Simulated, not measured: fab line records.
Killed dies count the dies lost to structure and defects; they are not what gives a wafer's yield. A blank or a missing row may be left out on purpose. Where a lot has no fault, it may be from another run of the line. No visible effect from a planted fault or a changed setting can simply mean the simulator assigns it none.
Matching of chambers / flow n5Finfet / pecvd-01 running N5_BEOL_M11_ILD_DEP_00: 3 sister chambers
The step deposits SiCOH lowk from DEMS/porogen, target thk 308.51 nm, time 58 s. 6 wafers are shown with their chamber, then 9 later ones without.

## EACH WAFER AND ITS CHAMBER
wafer=L082.1; chamber=0; heaterPowerW (W)=283; throttleValvePct (%)=14.7
wafer=L082.3; chamber=2; heaterPowerW (W)=209; throttleValvePct (%)=13.2
wafer=L082.6; chamber=2; heaterPowerW (W)=216; throttleValvePct (%)=13.2
wafer=L084.1; chamber=0; heaterPowerW (W)=303; throttleValvePct (%)=14.8
wafer=L084.3; chamber=1; heaterPowerW (W)=336; throttleValvePct (%)=13.3
wafer=L084.5; chamber=1; heaterPowerW (W)=345; throttleValvePct (%)=13.0

## WAFERS WITHOUT THEIR CHAMBER
wafer=L090.2; heaterPowerW (W)=214; throttleValvePct (%)=12.9
wafer=L090.3; heaterPowerW (W)=293; throttleValvePct (%)=14.9
wafer=L090.6; heaterPowerW (W)=216; throttleValvePct (%)=13.2
wafer=L095.1; heaterPowerW (W)=300; throttleValvePct (%)=15.0
wafer=L095.3; heaterPowerW (W)=207; throttleValvePct (%)=13.1
wafer=L095.6; heaterPowerW (W)=366; throttleValvePct (%)=13.0
wafer=L097.2; heaterPowerW (W)=315; throttleValvePct (%)=13.2
wafer=L097.3; heaterPowerW (W)=206; throttleValvePct (%)=13.6
wafer=L097.6; heaterPowerW (W)=284; throttleValvePct (%)=14.8

## WHICH CHAMBER EACH ONE RAN IN
wafer=L090.2; from the rows above=2; in truth=2
wafer=L090.3; from the rows above=0; in truth=0
wafer=L090.6; from the rows above=2; in truth=2
wafer=L095.1; from the rows above=0; in truth=0
wafer=L095.3; from the rows above=2; in truth=2
wafer=L095.6; from the rows above=1; in truth=1
wafer=L097.2; from the rows above=1; in truth=1
wafer=L097.3; from the rows above=2; in truth=2
wafer=L097.6; from the rows above=0; in truth=0
9 of 9 placed correctly. Can't be placed from these rows: 0. Placed wrongly: 0.
How it was worked out, from the rows above alone: a wafer's distance from a chamber is the root of the sum, over the readings, of the square of ((its reading less the chamber's mean) divided by the reading's scatter). The wafer belongs to the nearest chamber; if the next one is less than 2 further off, it can't be placed. For every chamber, the mean is computed from those of its wafers that are shown. The scatter: the root of (the sum of the squares of (reading less its chamber's mean) over the shown wafers, divided by (wafers less chambers)).
